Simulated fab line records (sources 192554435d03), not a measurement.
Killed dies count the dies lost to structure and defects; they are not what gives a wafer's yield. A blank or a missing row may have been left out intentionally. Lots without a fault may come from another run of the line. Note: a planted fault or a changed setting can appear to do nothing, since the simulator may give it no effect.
Comparing a struck lot with a sound one || flow n5Finfet || 37 steps out of a route of 1938
Sound: these wafers, L627.2, L627.4, L627.5. Wafers struck: L617.2, L617.3, L617.5. The cause is given at the end.
Order at every step that has rows: each side's tool, ch and its chambers, its first start. Under that, the readings that differ: sound wafers || struck wafers || difference of the means || sigmas: that difference in standard deviations of wafers without a fault.
alike: words and numbers the same on both sides, and readings whose means are apart by under 2 such deviations; not compared: readings that were withheld, readings missing a value for some wafer, numbers with overlapping values and no deviation given by the record, and bounds like >300 which may hide the same value.
Wherever a step has rows on one side only, a row that says differs or no value, or a row with sigmas, the two part there. Numbers that don't overlap but have no deviation are shown without sigmas and don't part them. A reading that every wafer of one side lacks parts them only if that side has two wafers or more.

first, 9 steps without rows for these wafers: N5_BEOL_M4_ANNEAL_95 (time 240 s); N5_BEOL_M4_SPUTTER_96 (material Cu, target thk 4.5 nm, time 8.29 s); N5_BEOL_M4_ECD_50 (material Cu, target thk 300 nm); N5_BEOL_M4_ANNEAL_51 (time 90 s); N5_BEOL_M4_CMP_52 (polishes, stops on SiOC, t overpolish 6.8 s, target thk 40 nm); N5_BEOL_M4_PRE_CLEAN_60 (time 15 s); N5_BEOL_M4_CO_CAP_55 (material Co, precursor CCTBA/H2, target thk 2 nm, time 102.1 s); N5_BEOL_M4_PRE_CLEAN_56 (time 15 s); N5_BEOL_M4_DEP_57 (deposits SiCN from 3MS/NH3, target thk 8 nm, time 14 s).
N5_BEOL_M4_RC_MEAS_101:
  sound on prober-01 ch 0, day 12 10:13; struck on prober-02 ch 0, day 10 03:14
{"reading": "ION_N (uA/um)", "sound": "679 696 684", "struck": "663 659 666", "difference": -24, "sigmas": -2}
{"reading": "VT_N (mV)", "sound": "249 245 248", "struck": "255 252 254", "difference": "+6", "sigmas": "+2"}
  alike: DIBL_N, DIBL_P, IOFF_N, IOFF_P, ION_P, SS_N, SS_P, VT_P
then, 24 steps without rows for these wafers: N5_BEOL_M5_ILD_DEP_00 (deposits SiCOH lowk from DEMS/porogen, target thk 140.64 nm, time 25.9 s); N5_BEOL_M5_CURE_79 (cures SiCOH lowk, time 240 s); N5_BEOL_M5_PECVD_70 (deposits SiO2 from TEOS/O2, target thk 16 nm, time 18 s); N5_BEOL_M5_HM_DEP_02 (deposits TiN, target thk 20 nm); N5_BEOL_M5_COAT_59 (time 60 s, resist thk 60 nm); N5_BEOL_M5_COAT_60 (time 60 s, resist thk 12 nm); N5_BEOL_M5_COAT_71 (time 60 s, resist thk 5 nm); N5_BEOL_M5_COAT_05 (resist thk 30 nm); N5_BEOL_M5_EBR_07; N5_BEOL_M5_SOFTBAKE_06 (time 60 s); N5_BEOL_M5_EXPOSE_08 (exposes mask M5, target cd 28 nm); N5_BEOL_M5_PEB_09 (peb time 60 s); N5_BEOL_M5_DEVELOP_10 (develop time 30 s); N5_BEOL_M5_DESCUM_16 (chemistry O2, time 7 s); N5_BEOL_M5_ETCH_72 (etches underlayer in N2/H2, target depth 6.5 nm, time 5.2 s); N5_BEOL_M5_ETCH_61 (etches SiARC in CF4, target depth 15.6 nm, time 26 s); N5_BEOL_M5_ETCH_62 (etches SOC in N2/H2, target depth 75 nm, overetch 15 nm, time 112.5 s); N5_BEOL_M5_STRIP_63 (strips in N2/H2); N5_BEOL_M5_STRIP_73 (strips in N2/H2); N5_BEOL_M5_STRIP_64 (strips in CF4); N5_BEOL_M5_HM_OPEN_17 (chemistry Cl2/BCl3, target TiN, target depth 20 nm, overetch 6 nm); N5_BEOL_M5_STRIP_19 (strips in O2); N5_BEOL_M5_COAT_65 (time 60 s, resist thk 60 nm); N5_BEOL_M5_COAT_66 (time 60 s, resist thk 12 nm).
N5_BEOL_M6_STRIP_36: strips in N2/H2.
  sound on rieDiel-02 ch 0,1, day 13 05:40; struck on rieDiel-02 ch 0,1,2, day 10 20:20
  no value came back on the struck wafers for any of 8 readings (biasPowerW (W), chamberPressureMTorr (mTorr) and others); on the sound wafers biasPowerW (W) reads 6.992 6.988 6.996
{"reading": "model.SOC_of_BEOL_M6_COAT_63.thkNm (nm)", "sound": "0 0 0", "struck": "53.8 54 53.6", "difference": "+53.8", "sigmas": ""}
  not compared: rfHoursCounterH
N5_BEOL_M6_ETCH_41: etches SiCN in CH3F/O2, target depth 29.7 nm, time 52 s.
  sound on rieDiel-02 ch 0,1; struck on rieDiel-02 ch 0,1,2, day 10 20:25
{"reading": "model.SOC_of_BEOL_M6_COAT_63.thkNm (nm)", "sound": "0 0 0", "struck": "37.2 37.4 37.2", "difference": "+37.3", "sigmas": ""}
  alike: drypumpMotorCurrentA, oesProductAu, rfVppV, showerheadPlenumPTorr, throttleValvePct
  not compared: rfHoursCounterH
-- the record jumps here: 3 days lie between the struck wafers' starts before and after (it left off in module BEOL_M6 and takes up again in module PASSIVATION, whose first step shown is number 1936 of the route) --
N5_PASSIVATION_PROBE_49:
  record: rows for the struck wafers here (prober-02, day 14 03:46), none for the sound ones

## WHERE THEY PART
Last at N5_PASSIVATION_PROBE_49 as far as this record goes, first at N5_BEOL_M4_RC_MEAS_101.

WHY: what had been put in by the simulator
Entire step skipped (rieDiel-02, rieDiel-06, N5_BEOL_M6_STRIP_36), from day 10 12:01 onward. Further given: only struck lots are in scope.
